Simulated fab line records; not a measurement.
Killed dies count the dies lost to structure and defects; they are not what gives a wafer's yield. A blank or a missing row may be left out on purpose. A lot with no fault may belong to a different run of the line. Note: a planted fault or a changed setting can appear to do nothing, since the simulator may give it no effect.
fab line records | flow n5_finfet
[record] lots = 10 wafers = 29 last_day = 19
route steps=1938 shown SPACER0@260 BEOL_M4@1093 PASSIVATION@1936
lots that met no fault: taken from a fault-free run of the same line
start_h: the number of hours between the record's first day and the start of the first shown wafer of the lot | wait_h: hours elapsed since this lot's preceding step | " repeats the value in the row above | L1.1+2: a single row standing in for several wafers | - no value, or no start was given | * or withheld: withheld | < > ~ a bound
route shown NAME@n: a module of which the file shows steps, and the number in the route of the first | usual: mean/standard deviation of fault-free wafers | same: alike in all rows | chamber/n: place in a boat | sites: readings site by site | _std_site: the standard deviation of these | _edge_site: inner sites' mean taken away from outer sites' mean | radius_mm: how far each site lies from the wafer's centre | mask NAME#n: copy n | behind: the most recent tool/chamber to have shaped the wafer | hold: the reason the lot was held/the length of the hold in hours/how it ended | device: names the non-switching transistor (n, p or np) | end of line: at the end of the route, the tests of the same wafers | for a step that has no rows: nothing shown but its recipe | killed: the dies lost at the first sort to structure and to defects; this is not the yield of the wafer | map: the dies of a wafer, with x for killed, . for not killed, _ for no die there
set.NAME: the run value of the setting; set.NAME@STEP: its run value at that earlier step | model.NAME: the simulator's own value behind a step, which no gauge read
the route's steps for a sample of lots (tables are steps, rows are wafers)
services: from which hour (start_h, from the record's first day; less than 0 if before it) a tool's chamber was out of use, for how many hours, and why
[[steps]]
[step N5_SPACER0_ALD_08]
[recipe] material = SiNx target_thk_a = 20 temp_c = 400 ald_precursor_family = SiH2I2 ald_co_reactant = N2/H2-plasma pressure_torr = 2
[usual] heater_power_w = 831/80
// columns lot.wafer tool chamber start_h wait_h heater_power_w
L605.2 ald_sin-02 0 46.56 0.1 836
L605.3 " 2 " " 961
L605.5 " 0 " " 831
L607.1 ald_sin-02 2 62.29 0.1 928
L607.2 " 1 " " 771
L607.5 " 1 " " 762
L608.2 ald_sin-03 0 67.16 0.1 837
L608.4 " 1 " " 861
L608.6 " 0 " " 853
L612.2 ald_sin-02 1 90.62 0.1 784
L612.3 " 3 " " 771
L612.5 " 3 " " 769
L613.1 ald_sin-02 2 96.16 0.1 970
L613.3 " 0 " " 831
L613.4 " 3 " " 766
L615.1 ald_sin-02 1 107.02 0.1 779
L615.2 " 3 " " 785
L623.1 ald_sin-03 1 155.14 0.1 888
L623.5 " 2 " " 729
L623.6 " 3 " " 933
L624.2 ald_sin-03 0 164.26 0.1 877
L624.4 " 1 " " 882
L624.6 " 3 " " 898
L626.2 ald_sin-03 3 173.39 0.1 931
L626.5 " 3 " " 926
L626.6 " 0 " " 882
L628.2 ald_sin-02 0 186.54 0.1 834
L628.3 " 1 " " 782
L628.5 " 3 " " 783
[step N5_BEOL_M4_ANNEAL_89]
[recipe] temp_c = 400 time_s = 240 ambient = vacuum
[usual] heater_power_w = 805/46
// columns lot.wafer tool chamber start_h wait_h heater_power_w
L605.2 pvd_sputter-02 - 196.41 0.0 831
L605.3 " - " " 769
L605.5 " - " " 788
L608.2 pvd_sputter-02 - 202.13 0.0 779
L608.4 " - " " 779
L608.6 " - " " 866
L607.1 pvd_sputter-02 - 220.10 0.0 834
L607.2 " - " " 880
L607.5 " - " " 800
L612.2 pvd_sputter-02 - 232.46 0.0 821
L612.3 " - " " 787
L612.5 " - " " 789
L613.1 pvd_sputter-01 - 240.06 0.0 870
L613.3 " - " " 778
L613.4 " - " " 836
L615.1 pvd_sputter-01 - 255.04 0.0 822
L615.2 " - " " 790
L623.1 pvd_sputter-03 - 304.19 0.0 823
L623.5 " - " " 837
L623.6 " - " " 821
L624.2 pvd_sputter-03 - 309.06 0.0 842
L624.4 " - " " 799
L624.6 " - " " 818
L626.2 pvd_sputter-01 - 315.58 0.0 711
L626.5 " - " " 720
L626.6 " - " " 783
L628.2 pvd_sputter-01 - 340.28 0.0 862
L628.3 " - " " 701
L628.5 " - " " 794
[step N5_BEOL_M4_SPUTTER_92]
[recipe] material = Cu target_thk_a = 45 temp_c = -20 chamber_pressure_pa = 0.07 power_w = withheld time_s = 8.29
[usual] chamber_pressure_pa = 0.07/0.00014 throttle_valve_pct = 30.3/0.87
// columns lot.wafer tool chamber start_h wait_h chamber_pressure_pa throttle_valve_pct
L605.2 pvd_sputter-02 - 196.77 0.1 0.07004 30.3
L605.3 " - " " 0.06979 29.4
L605.5 " - " " 0.07013 29.0
L608.2 pvd_sputter-02 - 202.49 0.1 0.06986 29.5
L608.4 " - " " 0.06985 28.8
L608.6 " - " " 0.07 30.2
L607.1 pvd_sputter-02 - 220.46 0.1 0.07013 30.0
L607.2 " - " " 0.07011 29.9
L607.5 " - " " 0.06999 29.6
L612.2 pvd_sputter-02 - 232.82 0.1 0.0701 30.6
L612.3 " - " " 0.07014 28.9
L612.5 " - " " 0.07015 28.7
L613.1 pvd_sputter-01 - 240.42 0.1 0.07002 30.2
L613.3 " - " " 0.06979 30.4
L613.4 " - " " 0.06988 31.0
L615.1 pvd_sputter-01 - 255.40 0.1 0.07021 30.2
L615.2 " - " " 0.07026 30.5
L623.1 pvd_sputter-03 - 304.55 0.1 0.07021 29.9
L623.5 " - " " 0.06997 29.5
L623.6 " - " " 0.07002 31.2
L624.2 pvd_sputter-03 - 309.42 0.1 0.0701 30.0
L624.4 " - " " 0.07012 32.3
L624.6 " - " " 0.06988 29.2
L626.2 pvd_sputter-01 - 315.94 0.1 0.06989 29.8
L626.5 " - " " 0.06986 30.0
L626.6 " - " " 0.07005 30.6
L628.2 pvd_sputter-01 - 340.64 0.1 0.07028 30.1
L628.3 " - " " 0.07005 29.9
L628.5 " - " " 0.0698 30.3
[step N5_BEOL_M4_ANNEAL_93]
[recipe] temp_c = 400 time_s = 240 ambient = vacuum
[usual] heater_power_w = 807/43
// columns lot.wafer tool chamber start_h wait_h heater_power_w
L605.2 pvd_sputter-02 - 196.85 0.0 826
L605.3 " - " " 797
L605.5 " - " " 791
L608.2 pvd_sputter-02 - 202.57 0.0 803
L608.4 " - " " 804
L608.6 " - " " 867
L607.1 pvd_sputter-02 - 220.54 0.0 827
L607.2 " - " " 877
L607.5 " - " " 797
L612.2 pvd_sputter-02 - 232.90 0.0 838
L612.3 " - " " 781
L612.5 " - " " 789
L613.1 pvd_sputter-01 - 240.50 0.0 834
L613.3 " - " " 791
L613.4 " - " " 820
L615.1 pvd_sputter-01 - 255.48 0.0 861
L615.2 " - " " 787
L623.1 pvd_sputter-03 - 304.63 0.0 825
L623.5 " - " " 848
L623.6 " - " " 859
L624.2 pvd_sputter-03 - 309.50 0.0 845
L624.4 " - " " 829
L624.6 " - " " 805
L626.2 pvd_sputter-01 - 316.02 0.0 708
L626.5 " - " " 720
L626.6 " - " " 768
L628.2 pvd_sputter-01 - 340.72 0.0 843
L628.3 " - " " 705
L628.5 " - " " 780
[step N5_BEOL_M4_RC_MEAS_101]
[usual] DIBL_N = 36.4/1.4 DIBL_P = 36.4/1.5 IOFF_N = 0.156/0.022 IOFF_N_85C = 3.0/0.37 IOFF_N_LIN = 0.072/0.0089 IOFF_P = 0.210/0.023 IOFF_P_85C = 3.6/0.33 IOFF_P_LIN = 0.099/0.0086 ION_N = 675/9.1 ION_P = 463/5.7 REXT_N = 75.8/1.8 REXT_P = 99.9/2.1 SS_N = 71.6/0.45 SS_P = 73.3/0.56 VT_N = 250/3.1 VT_N_LVT = 99/3.1 VT_P = -250.3/2.3 VT_P_LVT = -99.2/2
// columns lot.wafer tool chamber start_h wait_h DIBL_N[mV/V] DIBL_P[mV/V] IOFF_N[nA/um] IOFF_N_85C[nA/um] IOFF_N_LIN[nA/um] IOFF_P[nA/um] IOFF_P_85C[nA/um] IOFF_P_LIN[nA/um] ION_N[uA/um] ION_P[uA/um] REXT_N[ohm.um] REXT_P[ohm.um] SS_N[mV/dec] SS_P[mV/dec] VT_N[mV] VT_N_LVT[mV] VT_P[mV] VT_P_LVT[mV]
L605.2 prober-01 0 198.47 0.2 35.5 32.1 0.117 2.4 0.058 0.181 3.2 0.090 667 459 74.0 99.5 71.3 73.0 259 107 -252.0 -101.9
L605.3 " 0 " " 38.7 36.9 0.175 3.4 0.081 0.263 4.4 0.116 674 463 74.9 98.6 72.3 73.6 249 99 -247.5 -97.6
L605.5 " 0 " " 37.8 35.6 0.158 3.1 0.074 0.238 4.1 0.110 680 465 75.0 99.0 72.1 74.2 251 101 -249.4 -99.3
L608.2 prober-01 0 204.34 0.2 36.2 35.6 0.170 3.3 0.081 0.205 3.6 0.098 681 461 72.9 99.8 72.0 73.3 244 96 -249.8 -99.2
L608.4 " 0 " " 36.3 34.6 0.162 3.2 0.074 0.180 3.2 0.087 673 455 73.6 101.8 71.7 73.7 249 97 -252.2 -100.7
L608.6 " 0 " " 35.1 34.0 0.144 2.9 0.069 0.169 3.0 0.084 677 454 73.9 101.6 71.5 73.6 250 99 -253.3 -102.9
L607.1 prober-02 0 222.00 0.0 34.5 34.8 0.139 2.7 0.065 0.180 3.2 0.091 663 453 74.8 100.5 71.0 72.3 252 100 -248.9 -100.2
L607.2 " 0 " " 35.7 36.9 0.163 3.2 0.076 0.217 3.7 0.103 672 459 75.5 101.6 71.0 73.5 248 95 -248.0 -97.7
L607.5 " 0 " " 35.5 37.1 0.166 3.1 0.076 0.213 3.6 0.101 678 462 75.4 101.3 71.6 73.3 248 97 -248.4 -98.1
L612.2 prober-02 0 234.52 0.2 32.1 33.0 0.089 1.9 0.048 0.110 2.1 0.057 619 422 93.6 119.9 70.1 72.7 257 109 -264.8 -113.4
L612.3 " 0 " " 32.2 33.2 0.087 1.9 0.046 0.111 2.1 0.057 619 422 93.4 118.9 70.7 72.9 263 111 -263.9 -114.5
L612.5 " 0 " " 37.8 37.5 0.163 3.2 0.076 0.206 3.6 0.097 670 464 78.6 98.4 71.4 73.9 249 100 -251.3 -101.5
L613.1 prober-01 0 241.96 0.0 36.7 39.1 0.176 3.4 0.083 0.239 4.1 0.112 683 470 76.4 100.2 72.3 74.5 245 97 -248.6 -96.9
L613.3 " 0 " " 32.6 35.6 0.118 2.4 0.061 0.145 2.7 0.072 642 432 90.7 122.2 70.7 72.5 252 103 -257.6 -108.4
L613.4 " 0 " " 35.7 37.9 0.169 3.3 0.080 0.216 3.8 0.104 676 460 75.7 101.0 71.2 73.3 245 98 -248.6 -98.4
L615.1 prober-02 0 256.94 0.0 38.4 38.2 0.176 3.4 0.079 0.193 3.4 0.086 674 451 76.7 100.3 72.1 74.2 249 96 -253.9 -101.8
L615.2 " 0 " " 32.0 33.3 0.088 1.9 0.047 0.104 2.1 0.053 628 419 93.2 120.4 70.9 72.6 259 106 -264.0 -113.8
L623.1 prober-02 0 306.09 0.0 39.0 37.6 0.191 3.5 0.085 0.251 4.2 0.112 683 470 77.9 98.5 72.0 73.5 250 98 -247.7 -96.8
L623.5 " 0 " " 37.2 35.8 0.156 3.0 0.073 0.227 3.9 0.108 678 469 79.0 98.8 71.0 73.2 251 101 -247.3 -97.3
L623.6 " 0 " " 37.0 35.3 0.150 2.9 0.070 0.210 3.6 0.100 674 462 78.5 99.1 71.3 73.4 253 102 -249.9 -99.0
L624.2 prober-02 0 311.12 0.2 34.7 36.0 0.134 2.7 0.064 0.192 3.4 0.096 678 465 78.0 98.2 71.1 72.3 252 100 -251.0 -98.6
L624.4 " 0 " " 34.6 35.4 0.130 2.6 0.062 0.187 3.3 0.093 661 459 79.0 98.7 71.7 72.1 251 99 -251.1 -98.3
L624.6 " 0 " " 33.9 34.7 0.116 2.4 0.058 0.168 3.0 0.086 665 456 78.7 98.6 71.0 72.4 254 103 -252.2 -100.9
L626.2 prober-01 0 317.64 0.2 37.2 37.8 0.178 3.4 0.085 0.224 3.8 0.103 680 465 73.8 100.6 71.8 73.4 246 94 -249.6 -95.8
L626.5 " 0 " " 38.5 37.8 0.199 3.7 0.089 0.230 3.9 0.104 683 464 73.9 100.8 72.1 73.7 247 94 -250.2 -95.9
L626.6 " 0 " " 36.9 36.5 0.160 3.1 0.076 0.202 3.5 0.094 681 466 73.9 99.8 71.9 73.5 248 97 -252.1 -97.0
L628.2 prober-02 0 342.34 0.2 37.0 38.0 0.164 3.1 0.074 0.233 4.0 0.106 669 468 79.3 102.5 71.6 73.6 250 101 -249.7 -98.0
L628.3 " 0 " " 35.1 36.5 0.139 2.7 0.065 0.205 3.6 0.097 669 465 78.6 104.7 71.4 72.4 252 103 -248.6 -100.6
L628.5 " 0 " " 36.8 38.2 0.174 3.3 0.078 0.235 4.0 0.107 676 467 77.6 104.2 71.8 72.8 249 99 -249.1 -98.6
[step N5_PASSIVATION_PROBE_49]
[usual] defect_limited_yield = 91.5/1.3 killed_at_M0_to_M3 = 33/10 killed_at_M4_up = 13/4 killed_at_contacts = 12/6.3 killed_at_front_end = 39/11 killed_at_other = 3.4/2.6 killed_dies = 100/15 killed_open = 65/11 killed_short = 34/7.8 sort_bin_5_function = 5.0/0.89 sort_bin_6_memory = 3.2/0.58 sort_bin_8_speed = 0/0 sort_n_pass = 1080/15 sort_yield_pct = 91.5/1.3
[same] gross_dies = 1180 killed_at_back_side = 0 sort_bin_4_leakage[%] = 0
// columns lot.wafer tool chamber start_h wait_h defect_limited_yield[%] killed_at_M0_to_M3 killed_at_M4_up killed_at_contacts killed_at_front_end killed_at_other killed_dies killed_open killed_short sort_bin_5_function[%] sort_bin_6_memory[%] sort_bin_8_speed[%] sort_n_pass sort_yield_pct[%]
L612.2 prober-02 - 352.26 0.1 89.7 26 22 13 55 6 122 86 36 6.9 3.4 51.78 447 37.9
L612.3 prober-02 - 352.31 0.2 91.1 31 18 7 46 3 105 78 26 5.3 3.5 78.98 143 12.1
L612.5 prober-02 - 352.41 0.3 92.6 18 17 8 37 7 87 60 27 4.7 2.6 0 1093 92.6
L613.1 prober-01 - 357.64 0.0 92.9 40 16 7 18 3 84 64 20 4.8 2.1 0 1096 92.9
L613.3 prober-01 - 357.74 0.1 93.9 14 9 10 37 2 72 44 27 4.1 1.9 12.20 964 81.7
L613.4 prober-01 - 357.79 0.2 92.1 23 12 23 34 1 93 73 20 5.2 2.6 0 1087 92.1
L615.1 prober-01 - 369.37 0.0 89.8 56 18 8 37 1 120 79 39 6.0 3.7 0 1060 89.8
L615.2 prober-01 - 369.42 0.1 90.1 50 12 7 43 5 117 74 42 5.5 4.1 62.88 321 27.2
L623.1 prober-01 - 416.77 0.0 91.1 37 14 20 32 2 105 66 36 4.6 3.6 0 1075 91.1
L623.5 prober-01 - 416.97 0.2 90.9 29 15 20 37 6 107 65 42 5.1 3.6 0 1073 90.9
L623.6 prober-01 - 417.02 0.3 90.7 29 12 18 50 1 110 60 48 5.3 3.1 0 1070 90.7
L628.2 prober-01 - 445.02 0.1 91.8 41 8 8 37 3 97 66 31 4.9 3.1 0 1083 91.8
L628.3 prober-01 - 445.07 0.1 93.9 24 10 9 28 1 72 45 27 3.4 2.5 0 1108 93.9
L628.5 prober-01 - 445.17 0.2 94.4 23 7 9 24 3 66 47 18 2.7 2.6 0 1114 94.4
// killed by level:class
L612.2 BEOL_M4:geometric_particle:open=13 STI_FIN_REVEAL:geometric_particle:open=12 FIN_SAQP:geometric_particle:open=11 BEOL_M2:geometric_particle:open=11 MOL_CONTACT_COAG:geometric_particle:open=9 FIN_SAQP:geometric_particle:short=6 GATE_CUT:geometric_particle:short=5 ILD0:geometric_particle:open=5
L612.3 STI_FIN_REVEAL:geometric_particle:open=12 BEOL_M4:geometric_particle:open=11 BEOL_M2:geometric_particle:open=10 FIN_SAQP:geometric_particle:open=7 FIN_SAQP:geometric_particle:short=6 BEOL_M0:geometric_particle:open=6 DUMMY_GATE:geometric_particle:open=4 MOL_CONTACT_COAG:geometric_particle:open=4
L612.5 STI_FIN_REVEAL:geometric_particle:open=9 STI_FIN_REVEAL:geometric_particle:short=7 MOL_CONTACT_COAG:geometric_particle:open=6 BEOL_M1:geometric_particle:open=6 BEOL_M6:geometric_particle:open=5 FIN_SAQP:geometric_particle:open=3 GATE_CUT:geometric_particle:open=3 BEOL_M2:geometric_particle:open=3
L613.1 BEOL_M2:geometric_particle:open=12 STI_FIN_REVEAL:geometric_particle:open=8 BEOL_M8:geometric_particle:open=7 BEOL_M0_SAQP:geometric_particle:open=6 DUMMY_GATE:geometric_particle:open=5 BEOL_M0_SAQP:geometric_particle:short=5 BEOL_M1:geometric_particle:open=5 BEOL_M3:geometric_particle:open=5
L613.3 FIN_SAQP:geometric_particle:open=9 FIN_SAQP:geometric_particle:short=8 STI_FIN_REVEAL:geometric_particle:open=7 MOL_CONTACT_COAG:geometric_particle:open=7 GATE_CUT:geometric_particle:short=3 MOL_CONTACT_COAG:geometric_particle:short=3 BEOL_M0_SAQP:geometric_particle:open=3 BEOL_M0_SAQP:geometric_particle:short=3
L613.4 MOL_CONTACT_COAG:geometric_particle:open=20 STI_FIN_REVEAL:geometric_particle:open=12 BEOL_M3:geometric_particle:open=8 BEOL_M2:geometric_particle:open=7 FIN_SAQP:geometric_particle:open=5 BEOL_M3:geometric_particle:short=4 DUMMY_GATE:geometric_particle:short=3 MOL_CONTACT_COAG:geometric_particle:short=3
L615.1 BEOL_M0_SAQP:geometric_particle:short=17 BEOL_M0_SAQP:geometric_particle:open=12 FIN_SAQP:geometric_particle:open=10 BEOL_M2:geometric_particle:open=8 BEOL_M4:geometric_particle:open=8 FIN_SAQP:geometric_particle:short=7 MOL_CONTACT_COAG:geometric_particle:open=7 STI_FIN_REVEAL:geometric_particle:open=7
L615.2 FIN_SAQP:geometric_particle:open=15 BEOL_M0_SAQP:geometric_particle:open=13 FIN_SAQP:geometric_particle:short=12 BEOL_M0_SAQP:geometric_particle:short=12 BEOL_M3:geometric_particle:open=11 MOL_CONTACT_COAG:geometric_particle:open=7 BEOL_M1:geometric_particle:open=6 BEOL_M4:geometric_particle:open=6
L623.1 MOL_CONTACT_COAG:geometric_particle:open=15 BEOL_M2:geometric_particle:open=10 BEOL_M3:geometric_particle:open=10 BEOL_M2:geometric_particle:short=8 ILD0:geometric_particle:open=6 BEOL_M0_SAQP:geometric_particle:short=6 FIN_SAQP:geometric_particle:open=5 FIN_SAQP:geometric_particle:short=5
L623.5 MOL_CONTACT_COAG:geometric_particle:open=16 FIN_SAQP:geometric_particle:short=10 BEOL_M0_SAQP:geometric_particle:open=7 BEOL_M0_SAQP:geometric_particle:short=7 BEOL_M3:geometric_particle:open=6 STI_FIN_REVEAL:geometric_particle:open=5 BEOL_M4:geometric_particle:open=5 DUMMY_GATE:geometric_particle:open=4
L623.6 FIN_SAQP:geometric_particle:short=15 MOL_CONTACT_COAG:geometric_particle:open=13 BEOL_M3:geometric_particle:open=7 STARTING-WAFER:geometric_particle:short=7 BEOL_M2:geometric_particle:short=6 BEOL_M2:geometric_particle:open=6 FIN_SAQP:geometric_particle:open=5 STI_FIN_REVEAL:geometric_particle:open=5
L628.2 BEOL_M2:geometric_particle:open=13 FIN_SAQP:geometric_particle:open=10 BEOL_M3:geometric_particle:open=8 MOL_CONTACT_COAG:geometric_particle:open=6 FIN_SAQP:geometric_particle:short=4 BEOL_M0_SAQP:geometric_particle:short=4 BEOL_M0:geometric_particle:open=4 BEOL_M1:geometric_particle:open=4
L628.3 MOL_CONTACT_COAG:geometric_particle:open=9 BEOL_M2:geometric_particle:open=9 GATE_CUT:geometric_particle:short=6 FIN_SAQP:geometric_particle:short=4 BEOL_M0_SAQP:geometric_particle:short=4 BEOL_M2:geometric_particle:short=4 BEOL_M3:geometric_particle:open=4 BEOL_M5:geometric_particle:open=4
L628.5 MOL_CONTACT_COAG:geometric_particle:open=9 BEOL_M2:geometric_particle:open=7 BEOL_M3:geometric_particle:open=7 STARTING-WAFER:geometric_particle:open=5 FIN_SAQP:geometric_particle:open=4 BEOL_M0_SAQP:geometric_particle:short=4 STI_FIN_REVEAL:geometric_particle:open=2 ILD0:geometric_particle:open=2
[[services]]
// columns tool chamber start_h hours kind
pvd_sputter-03 - 31.14 1.6 repair
pvd_sputter-02 - 68.45 1.2 repair
ald_sin-02 2 82.74 2.1 repair
pvd_sputter-01 - 139.40 1.8 repair
ald_sin-03 2 156.64 36.8 repair
pvd_sputter-02 - 186.11 7.3 repair
ald_sin-03 2 213.12 2.6 repair
ald_sin-02 2 230.21 15.0 repair
ald_sin-03 - 265.92 1.6 repair
ald_sin-03 - 268.48 14.0 pm
ald_sin-03 0 268.48 14.0 vent_cycle
ald_sin-03 1 268.48 14.0 vent_cycle
ald_sin-03 2 268.48 14.0 vent_cycle
ald_sin-03 3 268.48 14.0 vent_cycle
ald_sin-02 3 277.08 3.5 repair
ald_sin-03 0 282.48 - clean
ald_sin-03 1 282.48 - clean
ald_sin-03 2 282.48 - clean
ald_sin-03 3 282.48 - clean
pvd_sputter-01 - 283.92 0.7 repair
ald_sin-02 1 319.96 6.1 repair
[[key]]
[first_sign] step = N5_BEOL_M4_RC_MEAS_101 reading = REXT_P direction = up sigmas = 9.6 usual = 99.9 struck = 120.3
[effect] step = N5_BEOL_M4_RC_MEAS_101 reading = REXT_N direction = up sigmas = 9.5 usual = 75.8 struck = 92.7
[effect] step = N5_BEOL_M4_RC_MEAS_101 reading = ION_P direction = down sigmas = 6.8 usual = 463 struck = 424
[effect] step = N5_BEOL_M4_RC_MEAS_101 reading = VT_P_LVT direction = down sigmas = 6.6 usual = -99.2 struck = -112.6
[effect] step = N5_BEOL_M4_RC_MEAS_101 reading = VT_P direction = down sigmas = 5.4 usual = -250.3 struck = -262.6
[effect] step = N5_BEOL_M4_RC_MEAS_101 reading = ION_N direction = down sigmas = 5.2 usual = 675 struck = 627
[effect] step = N5_BEOL_M4_RC_MEAS_101 reading = IOFF_P_LIN direction = down sigmas = 4.5 usual = 0.099 struck = 0.060
[effect] step = N5_BEOL_M4_RC_MEAS_101 reading = IOFF_P_85C direction = down sigmas = 4.2 usual = 3.6 struck = 2.3
[effect] step = N5_BEOL_M4_RC_MEAS_101 reading = IOFF_P direction = down sigmas = 4.1 usual = 0.210 struck = 0.118
[effect] step = N5_BEOL_M4_RC_MEAS_101 reading = DIBL_N direction = down sigmas = 2.9 usual = 36.4 struck = 32.2
[effect] step = N5_BEOL_M4_RC_MEAS_101 reading = IOFF_N direction = down sigmas = 2.8 usual = 0.156 struck = 0.096
[effect] step = N5_BEOL_M4_RC_MEAS_101 reading = IOFF_N_85C direction = down sigmas = 2.7 usual = 3.0 struck = 2.1
[effect] step = N5_PASSIVATION_PROBE_49 reading = sort_bin_8_speed direction = up sigmas = 99+ usual = 0 struck = 51.46
met_at N5_SPACER0_ALD_08
struck_lots L612,L613,L615
struck_wafers L612.2,L612.3,L613.3,L615.2
not_acting_at N5_BEOL_M4_ANNEAL_89,N5_BEOL_M4_SPUTTER_92,N5_BEOL_M4_ANNEAL_93
onset_between 62.29 90.62
[fault] kind = process_parameter_drift tool = ald_sin-02 chamber = - onset_h = 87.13 steps = N5_SPACER0_ALD_08 channel = target_thk_a offset = * shape = step end_h = 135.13 scope = struck_wafers_only acts_in = * stated = *
